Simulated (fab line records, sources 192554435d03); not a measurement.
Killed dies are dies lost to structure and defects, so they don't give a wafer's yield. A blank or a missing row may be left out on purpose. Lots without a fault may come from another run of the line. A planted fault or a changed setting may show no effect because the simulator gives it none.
fab line records | flow n5_finfet
record lots=10 wafers=30 last_day=16
route steps=1938 shown WELL_APT@32 BEOL_M4@1111 PASSIVATION@1936
lots that met no fault: from a run of the same line without faults
start_h: hours from the record's first day to the start of the lot's first wafer shown | wait_h: hours since the lot's step before | " the same as in the row above | L1.1+2: a row that stands for several wafers | - no value, or no start given | * or withheld: withheld | < > ~ a bound
route shown NAME@n: a module of which the file shows steps, and the number in the route of the first | usual: mean/standard deviation of fault-free wafers | same: alike in all rows | chamber/n: place in a boat | sites: the reading at each site | _std_site: their standard deviation | _edge_site: outer sites' mean less inner sites' | radius_mm: how far each site lies from the wafer's centre | mask NAME#n: copy n | behind: the tool/chamber that last shaped the wafer | hold: why the lot was held/for how many hours/how that ended | device: the transistor (n, p or np) that didn't switch | end of line: the same wafers' tests at the end of the route | a step without rows: its recipe alone | killed: dies lost to structure and defects at the first sort, not the wafer's yield | map: a wafer's dies, x killed, . not, _ none there
set.NAME: the setting as run; set.NAME@STEP: as run at that earlier step | model.NAME: the simulator's own value behind a step, which no gauge read
steps of the route over a sample of lots; a table a step, a row a wafer
services: from which hour (start_h, from the record's first day; less than 0 if before it) a tool's chamber was out of use, for how many hours, and why
## steps
# step N5_WELL_APT_IMPLANT_14
# recipe species=P energy_kev=160 dose_cm2=1.5e+13 tilt_deg=0 rotation_deg=0
# usual dose_ions_cm2=1.4999e+13/1.6e+10 faraday_current_uA=190/3.8
# columns lot.wafer tool chamber start_h wait_h dose_ions_cm2 faraday_current_uA
L345.3 implanter-01 0 38.00 0.1 1.5016e+13 190
L345.4 " 0 " " 1.4998e+13 187
L345.5 " 0 " " 1.5004e+13 185
L346.1 implanter-02 0 44.02 0.1 1.4971e+13 192
L346.2 " 0 " " 1.5007e+13 191
L346.6 " 0 " " 1.498e+13 198
L347.1 implanter-01 0 49.81 0.1 1.4991e+13 186
L347.2 " 0 " " 1.4997e+13 191
L347.5 " 0 " " 1.5007e+13 191
L349.1 implanter-02 0 61.87 0.1 1.4993e+13 187
L349.3 " 0 " " 1.4995e+13 182
L349.6 " 0 " " 1.499e+13 194
L353.4 implanter-01 0 86.04 0.2 1.5001e+13 189
L353.5 " 0 " " 1.5007e+13 192
L353.6 " 0 " " 1.4992e+13 188
L356.1 implanter-01 0 104.70 0.1 1.5021e+13 191
L356.2 " 0 " " 1.5013e+13 193
L356.4 " 0 " " 1.5014e+13 195
L359.3 implanter-01 0 121.99 0.1 1.3923e+13 180
L359.5 " 0 " " 1.3924e+13 178
L359.6 " 0 " " 1.3949e+13 175
L360.2 implanter-02 0 128.77 0.1 1.4984e+13 192
L360.4 " 0 " " 1.4979e+13 189
L360.6 " 0 " " 1.5013e+13 186
L361.1 implanter-01 0 134.03 0.1 1.3931e+13 180
L361.5 " 0 " " 1.3912e+13 178
L361.6 " 0 " " 1.3926e+13 179
L362.2 implanter-01 0 140.60 0.1 1.3918e+13 179
L362.4 " 0 " " 1.3922e+13 173
L362.6 " 0 " " 1.3906e+13 181
# step N5_WELL_APT_CD_MEAS_25
# recipe target_cd_nm=200 landing_energy_ev=500 detector=se_inlens
# usual cd_nm=200.1/1.4
# columns lot.wafer tool chamber start_h wait_h cd_nm
L345.3 cd_sem-03 0 39.00 - 199.5
L345.4 " 0 " " 199.7
L345.5 " 0 " " 198.3
L346.1 cd_sem-01 0 45.08 - 199.2
L346.2 " 0 " " 200.7
L346.6 " 0 " " 201.1
L347.1 cd_sem-01 0 50.75 - 202.2
L347.2 " 0 " " 199.4
L347.5 " 0 " " 200.2
L349.1 cd_sem-03 0 62.93 - 201.0
L349.3 " 0 " " 199.3
L349.6 " 0 " " 199.9
L353.4 cd_sem-01 0 86.89 - 201.4
L353.5 " 0 " " 199.6
L353.6 " 0 " " 201.2
L356.1 cd_sem-02 0 105.64 - 199.2
L356.2 " 0 " " 199.7
L356.4 " 0 " " 200.1
L359.3 cd_sem-03 0 123.02 - 199.3
L359.5 " 0 " " 200.7
L359.6 " 0 " " 200.6
L360.2 cd_sem-03 0 129.83 - 200.4
L360.4 " 0 " " 200.7
L360.6 " 0 " " 200.1
L361.1 cd_sem-01 0 135.11 - 200.2
L361.5 " 0 " " 200.3
L361.6 " 0 " " 201.7
L362.2 cd_sem-03 0 141.63 - 202.5
L362.4 " 0 " " 200.9
L362.6 " 0 " " 201.2
# step N5_WELL_APT_INSPECT_27
# recipe mode=adi inspect_instrument=macro
# usual raw_defect_count=1.9/1.2
# columns lot.wafer tool chamber start_h wait_h raw_defect_count
L345.3 defect_inspect-02 - 39.05 0.0 3
L345.4 " - " " 1
L345.5 " - " " 2
L346.1 defect_inspect-02 - 45.13 0.0 0
L346.2 " - " " 4
L346.6 " - " " 2
L347.1 defect_inspect-01 - 50.80 0.0 3
L347.2 " - " " 1
L347.5 " - " " 2
L349.1 defect_inspect-02 - 62.98 0.0 1
L349.3 " - " " 3
L349.6 " - " " 0
L353.4 defect_inspect-01 - 86.94 0.0 2
L353.5 " - " " 2
L353.6 " - " " 1
L356.1 defect_inspect-02 - 105.69 0.0 4
L356.2 " - " " 2
L356.4 " - " " 2
L359.3 defect_inspect-02 - 123.07 0.0 1
L359.5 " - " " 3
L359.6 " - " " 5
L360.2 defect_inspect-02 - 129.88 0.0 4
L360.4 " - " " 1
L360.6 " - " " 1
L361.1 defect_inspect-01 - 135.16 0.0 1
L361.5 " - " " 1
L361.6 " - " " 1
L362.2 defect_inspect-01 - 141.68 0.0 1
L362.4 " - " " 3
L362.6 " - " " 0
# step N5_WELL_APT_DESCUM_30
# recipe chemistry=O2 time_s=7.9 source_power_w=50 bias_power_w=20 pressure_mtorr=20 rf_frequency_hz=2.712e+07 temp_c=40 o2_flow_sccm=225
# usual bias_power_w=20.00/0.057 drypump_motor_current_A=5.9/0.52 oes_product_au=0.79/0.074 rf_vpp_V=243.2/1.3 showerhead_plenum_p_Torr=2.11/0.071 throttle_valve_pct=20.38/0.21
# same time_s=7.9
# columns lot.wafer tool chamber start_h wait_h bias_power_w drypump_motor_current_A oes_product_au rf_hours_counter_h rf_vpp_V showerhead_plenum_p_Torr throttle_valve_pct
L345.3 rie_diel-04 2 39.08 0.0 19.98 5.8 0.72 197 243.1 2.16 20.12
L345.4 " 3 " " 20.08 5.7 0.76 142 244.6 2.18 20.08
L345.5 " 2 " " 20.04 5.7 0.73 - 243.4 2.16 20.13
L346.1 rie_diel-01 1 45.17 0.0 19.97 6.6 0.92 26 243.1 2.15 20.74
L346.2 " 3 " " 20.04 5.1 0.74 187 241.4 2.00 20.42
L346.6 " 2 " " 19.96 6.6 0.73 - 243.0 2.10 20.44
L347.1 rie_diel-04 0 50.87 0.1 19.96 6.6 0.73 178 240.1 2.00 20.18
L347.2 " 3 " " 20.03 5.6 0.76 146 244.2 2.18 20.09
L347.5 " 2 " " 19.99 5.7 0.72 - 244.2 2.16 20.13
L349.1 rie_diel-05 1 63.02 0.0 20.01 6.3 0.71 208 242.7 2.17 20.46
L349.3 " 3 " " 20.07 5.6 0.84 79 244.6 2.22 20.48
L349.6 " 0 " " 19.99 5.6 0.89 - 241.5 2.04 20.14
L353.4 rie_diel-04 2 87.65 0.7 20.02 5.8 0.70 213 244.7 2.16 20.14
L353.5 " 0 " " 19.90 6.6 0.72 - 241.7 1.99 20.21
L353.6 " 3 " " 20.09 5.6 0.75 - 244.5 2.18 20.12
L356.1 rie_diel-04 1 106.37 0.7 19.89 5.7 0.81 100 243.5 2.10 20.61
L356.2 " 0 " " 20.00 6.6 0.72 197 241.6 1.99 20.22
L356.4 " 3 " " 20.10 5.7 0.75 165 244.5 2.18 20.14
L359.3 rie_diel-04 0 123.10 0.0 19.89 6.6 0.71 206 241.8 1.99 20.24
L359.5 " 3 " " 19.93 5.7 0.74 - 245.3 2.17 20.14
L359.6 " 0 " " 19.92 6.6 0.72 - 241.1 1.99 20.22
L360.2 rie_diel-01 2 129.93 0.0 19.98 6.6 0.72 186 243.2 2.09 20.48
L360.4 " 3 " " 19.99 5.1 0.72 208 241.0 1.99 20.46
L360.6 " 2 " " 20.00 6.6 0.72 - 244.0 2.09 20.44
L361.1 rie_diel-01 2 135.48 0.3 19.94 6.6 0.71 188 242.2 2.09 20.47
L361.5 " 2 " " 19.87 6.6 0.72 - 242.8 2.09 20.47
L361.6 " 3 " " 19.97 5.1 0.72 - 241.0 1.99 20.47
L362.2 rie_diel-01 1 141.72 0.0 20.12 6.6 0.89 50 243.7 2.14 20.78
L362.4 " 3 " " 19.98 5.1 0.72 212 241.7 1.99 20.44
L362.6 " 3 " " 20.05 5.1 0.72 - 241.1 1.99 20.45
# step N5_BEOL_M4_RC_MEAS_101
# usual DIBL_N=36.3/1.2 DIBL_P=36.1/1.6 IOFF_N=0.161/0.023 IOFF_P=0.209/0.027 ION_N=676/8.9 ION_P=462/5.3 RS_NWELL=1037/6.9 SS_N=71.5/0.51 SS_P=73.2/0.5 VT_N=249.1/2.5 VT_P=-249.9/2.8
# columns lot.wafer tool chamber start_h wait_h DIBL_N[mV/V] DIBL_P[mV/V] IOFF_N[nA/um] IOFF_P[nA/um] ION_N[uA/um] ION_P[uA/um] RS_NWELL[ohm/sq] SS_N[mV/dec] SS_P[mV/dec] VT_N[mV] VT_P[mV]
L345.3 prober-02 0 185.41 0.3 35.5 34.7 0.126 0.169 658 450 1032 70.6 72.4 250.9 -255.3
L345.4 " 0 " " 34.8 33.8 0.121 0.164 664 457 1026 69.9 72.7 252.8 -255.6
L345.5 " 0 " " 36.0 35.1 0.137 0.182 672 459 1036 70.4 72.3 252.8 -254.5
L346.1 prober-02 0 196.58 0.0 37.6 36.7 0.184 0.262 682 471 1044 71.5 73.2 245.7 -246.9
L346.2 " 0 " " 36.4 36.1 0.168 0.241 686 468 1035 71.5 73.4 247.2 -244.0
L346.6 " 0 " " 37.9 37.3 0.192 0.272 678 465 1027 71.8 73.4 248.0 -243.8
L347.1 prober-02 0 204.65 0.0 36.5 35.8 0.158 0.203 669 459 1039 71.6 73.5 249.0 -249.5
L347.2 " 0 " " 37.4 37.8 0.188 0.239 675 459 1032 71.5 73.4 248.5 -247.8
L347.5 " 0 " " 37.1 37.4 0.198 0.240 683 466 1027 71.6 74.4 248.4 -247.9
L349.1 prober-02 0 206.31 0.0 36.9 34.3 0.153 0.203 670 467 1033 71.5 73.2 249.4 -248.5
L349.3 " 0 " " 37.7 35.4 0.170 0.221 667 462 1040 71.7 72.8 247.7 -248.0
L349.6 " 0 " " 36.9 34.6 0.166 0.202 674 459 1032 71.5 72.8 250.3 -252.3
L353.4 prober-02 0 246.78 0.5 36.9 36.3 0.165 0.255 678 471 1033 71.0 72.7 247.4 -244.3
L353.5 " 0 " " 35.8 35.2 0.153 0.231 678 470 1046 71.1 72.7 244.7 -244.4
L353.6 " 0 " " 36.5 35.7 0.152 0.236 671 467 1039 71.5 73.2 248.8 -244.2
L356.1 prober-02 0 249.03 0.0 35.0 35.2 0.151 0.197 676 467 1039 71.9 72.5 247.9 -250.9
L356.2 " 0 " " 35.7 35.9 0.160 0.204 672 462 1026 71.9 73.4 250.1 -250.7
L356.4 " 0 " " 34.0 33.4 0.135 0.174 665 457 1027 71.0 72.6 251.5 -253.3
L359.3 prober-02 0 275.00 0.3 38.6 37.3 0.201 0.248 679 465 1084 72.6 73.9 247.0 -248.7
L359.5 " 0 " " 36.7 34.8 0.159 0.206 669 455 1084 71.6 73.2 250.7 -250.7
L359.6 " 0 " " 37.9 36.1 0.188 0.235 688 474 1087 71.8 73.5 248.7 -246.2
L361.1 prober-02 0 278.72 0.0 36.8 37.2 0.177 0.220 679 460 1088 72.2 73.3 249.4 -250.5
L361.5 " 0 " " 38.2 37.8 0.200 0.232 688 462 1093 71.8 73.2 247.3 -247.2
L361.6 " 0 " " 37.9 37.5 0.186 0.225 680 467 1099 72.0 72.1 247.4 -249.5
L360.2 prober-01 0 278.76 0.2 36.1 35.0 0.166 0.211 678 459 1030 71.1 72.2 248.8 -248.8
L360.4 " 0 " " 35.7 34.4 0.149 0.200 675 460 1039 71.5 72.8 249.9 -248.3
L360.6 " 0 " " 36.0 35.0 0.155 0.201 680 468 1030 71.2 72.9 250.0 -248.5
L362.2 prober-02 0 284.75 0.2 34.3 35.7 0.117 0.192 663 461 1084 71.9 72.9 254.1 -252.3
L362.4 " 0 " " 35.8 36.9 0.135 0.214 666 463 1082 71.0 73.7 254.6 -249.9
L362.6 " 0 " " 36.0 37.6 0.138 0.222 673 467 1086 71.6 73.1 254.9 -250.0
# step N5_PASSIVATION_PROBE_49
# usual defect_limited_yield=91.3/1.5 killed_at_M0_to_M3=35/10 killed_at_M4_up=13/5.3 killed_at_contacts=12/5.7 killed_at_front_end=39/11 killed_at_other=3.3/2.7 killed_dies=102/18 killed_open=67/13 killed_short=34/7.8 sort_bin_5_function=5.1/1 sort_bin_6_memory=3.3/0.68 sort_n_pass=1078/18 sort_yield_pct=91.3/1.5
# same gross_dies=1180 killed_at_back_side=0 sort_bin_4_leakage[%]=0 sort_bin_8_speed[%]=0
# columns lot.wafer tool chamber start_h wait_h defect_limited_yield[%] killed_at_M0_to_M3 killed_at_M4_up killed_at_contacts killed_at_front_end killed_at_other killed_dies killed_open killed_short sort_bin_5_function[%] sort_bin_6_memory[%] sort_n_pass sort_yield_pct[%]
L346.1 prober-01 - 290.76 0.0 92.6 23 17 9 32 6 87 53 32 4.9 2.1 1093 92.6
L346.2 prober-01 - 290.81 0.1 91.9 34 15 18 24 4 95 62 32 4.0 3.9 1085 91.9
L346.6 prober-01 - 291.01 0.3 90.8 28 16 20 38 6 108 68 37 5.4 3.3 1072 90.8
L347.1 prober-02 - 308.06 0.0 94.5 32 7 3 20 3 65 37 25 2.6 2.6 1115 94.5
L347.2 prober-02 - 308.11 0.1 92.2 24 17 4 45 2 92 49 42 4.7 2.6 1088 92.2
L347.5 prober-02 - 308.26 0.2 90.5 35 12 14 45 6 112 63 45 5.2 4.1 1068 90.5
L353.5 prober-02 - 352.47 0.2 92.9 27 12 15 25 5 84 58 25 3.5 3.5 1096 92.9
L353.6 prober-02 - 352.52 0.3 94.1 18 9 6 35 2 70 44 26 3.2 2.6 1110 94.1
L356.1 prober-02 - 356.71 0.0 91.0 55 6 11 34 0 106 68 38 5.0 3.6 1074 91.0
L356.2 prober-02 - 356.76 0.1 91.5 38 4 15 41 2 100 67 33 4.6 3.4 1080 91.5
L356.4 prober-02 - 356.86 0.2 91.5 38 6 10 45 1 100 64 36 4.9 3.2 1080 91.5
# killed by level:class
L346.1 FIN_SAQP:geometric_particle:short=8 FIN_SAQP:geometric_particle:open=7 MOL_CONTACT_COAG:geometric_particle:open=6 BEOL_M1:geometric_particle:open=6 BEOL_M0_SAQP:geometric_particle:open=5 STARTING-WAFER:geometric_particle:short=4 GATE_CUT:geometric_particle:short=4 DUMMY_GATE:geometric_particle:open=3
L346.2 MOL_CONTACT_COAG:geometric_particle:open=11 BEOL_M1:geometric_particle:open=10 MOL_CONTACT_COAG:geometric_particle:short=7 BEOL_M0_SAQP:geometric_particle:open=7 FIN_SAQP:geometric_particle:short=6 BEOL_M4:geometric_particle:open=6 BEOL_M3:geometric_particle:open=5 STARTING-WAFER:geometric_particle:open=5
L346.6 FIN_SAQP:geometric_particle:open=13 MOL_CONTACT_COAG:geometric_particle:open=10 MOL_CONTACT_COAG:geometric_particle:short=10 STI_FIN_REVEAL:geometric_particle:open=7 FIN_SAQP:geometric_particle:short=6 BEOL_M1:geometric_particle:open=6 BEOL_M2:geometric_particle:open=6 BEOL_M0:geometric_particle:short=5
L347.1 BEOL_M2:geometric_particle:open=7 BEOL_M0_SAQP:geometric_particle:short=6 FIN_SAQP:geometric_particle:short=5 DUMMY_GATE:geometric_particle:open=4 BEOL_M0_SAQP:geometric_particle:open=4 BEOL_M1:geometric_particle:open=4 BEOL_M2:geometric_particle:short=4 MOL_CONTACT_COAG:geometric_particle:open=3
L347.2 FIN_SAQP:geometric_particle:short=14 FIN_SAQP:geometric_particle:open=11 BEOL_M0_SAQP:geometric_particle:short=8 BEOL_M4:geometric_particle:open=7 GATE_CUT:geometric_particle:short=4 BEOL_M0_SAQP:geometric_particle:open=4 BEOL_M2:geometric_particle:open=4 ILD0:geometric_particle:short=3
L347.5 FIN_SAQP:geometric_particle:open=12 BEOL_M0_SAQP:geometric_particle:open=11 MOL_CONTACT_COAG:geometric_particle:open=10 FIN_SAQP:geometric_particle:short=8 BEOL_M0_SAQP:geometric_particle:short=7 BEOL_M3:geometric_particle:open=7 GATE_CUT:geometric_particle:short=6 GATE_CUT:geometric_particle:open=4
L353.5 MOL_CONTACT_COAG:geometric_particle:open=11 BEOL_M2:geometric_particle:open=9 BEOL_M0_SAQP:geometric_particle:open=7 STI_FIN_REVEAL:geometric_particle:open=5 DUMMY_GATE:geometric_particle:open=5 BEOL_M4:geometric_particle:open=5 GATE_CUT:geometric_particle:short=5 BEOL_M0_SAQP:geometric_particle:short=5
L353.6 FIN_SAQP:geometric_particle:open=9 FIN_SAQP:geometric_particle:short=6 STARTING-WAFER:geometric_particle:short=5 BEOL_M1:geometric_particle:open=5 MOL_CONTACT_COAG:geometric_particle:open=4 BEOL_M4:geometric_particle:open=4 GATE_CUT:geometric_particle:short=3 GATE_CUT:geometric_particle:open=3
L356.1 BEOL_M1:geometric_particle:open=16 BEOL_M0_SAQP:geometric_particle:short=13 BEOL_M0_SAQP:geometric_particle:open=13 FIN_SAQP:geometric_particle:short=12 MOL_CONTACT_COAG:geometric_particle:open=11 BEOL_M2:geometric_particle:open=7 FIN_SAQP:geometric_particle:open=4 STI_FIN_REVEAL:geometric_particle:open=3
L356.2 MOL_CONTACT_COAG:geometric_particle:open=14 BEOL_M0_SAQP:geometric_particle:short=11 STI_FIN_REVEAL:geometric_particle:open=8 BEOL_M0_SAQP:geometric_particle:open=8 FIN_SAQP:geometric_particle:short=6 BEOL_M1:geometric_particle:open=6 FIN_SAQP:geometric_particle:open=5 DUMMY_GATE:geometric_particle:open=5
L356.4 FIN_SAQP:geometric_particle:short=13 BEOL_M0_SAQP:geometric_particle:short=9 BEOL_M1:geometric_particle:open=8 MOL_CONTACT_COAG:geometric_particle:open=7 BEOL_M2:geometric_particle:open=7 STI_FIN_REVEAL:geometric_particle:open=6 BEOL_M0_SAQP:geometric_particle:open=6 FIN_SAQP:geometric_particle:open=5
## services
# columns tool chamber start_h hours kind
implanter-02 - 17.42 0.5 repair
implanter-01 - 17.92 5.1 repair
rie_diel-04 0 40.18 2.6 repair
implanter-02 - 52.16 0.6 repair
rie_diel-01 - 88.48 28.1 pm
rie_diel-04 - 101.30 0.5 repair
implanter-02 - 105.26 1.1 repair
rie_diel-05 2 119.71 1.5 repair
## key
first_sign step=N5_WELL_APT_IMPLANT_14 reading=dose_ions_cm2 direction=down sigmas=69 usual=1.4999e+13 struck=1.3923e+13
effect step=N5_WELL_APT_IMPLANT_14 reading=faraday_current_uA direction=down sigmas=3.2 usual=190 struck=178
effect step=N5_BEOL_M4_RC_MEAS_101 reading=RS_NWELL direction=up sigmas=7.3 usual=1037 struck=1088
met_at N5_WELL_APT_IMPLANT_14
struck_lots L359,L361,L362
rows_end L362.2,L362.4,L362.6
not_acting_at N5_WELL_APT_CD_MEAS_25,N5_WELL_APT_INSPECT_27,N5_WELL_APT_DESCUM_30
onset_between 104.70 121.99
fault kind=process_parameter_drift tool=implanter-01 chamber=- onset_h=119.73 steps=N5_WELL_APT_IMPLANT_14 channel=dose_cm2 offset=-1.0645e+12 shape=step acts_in=these_recipes_only stated=1.5e+13
# rows_end: these wafers met a further fault down the route, and their rows from its step on are left out
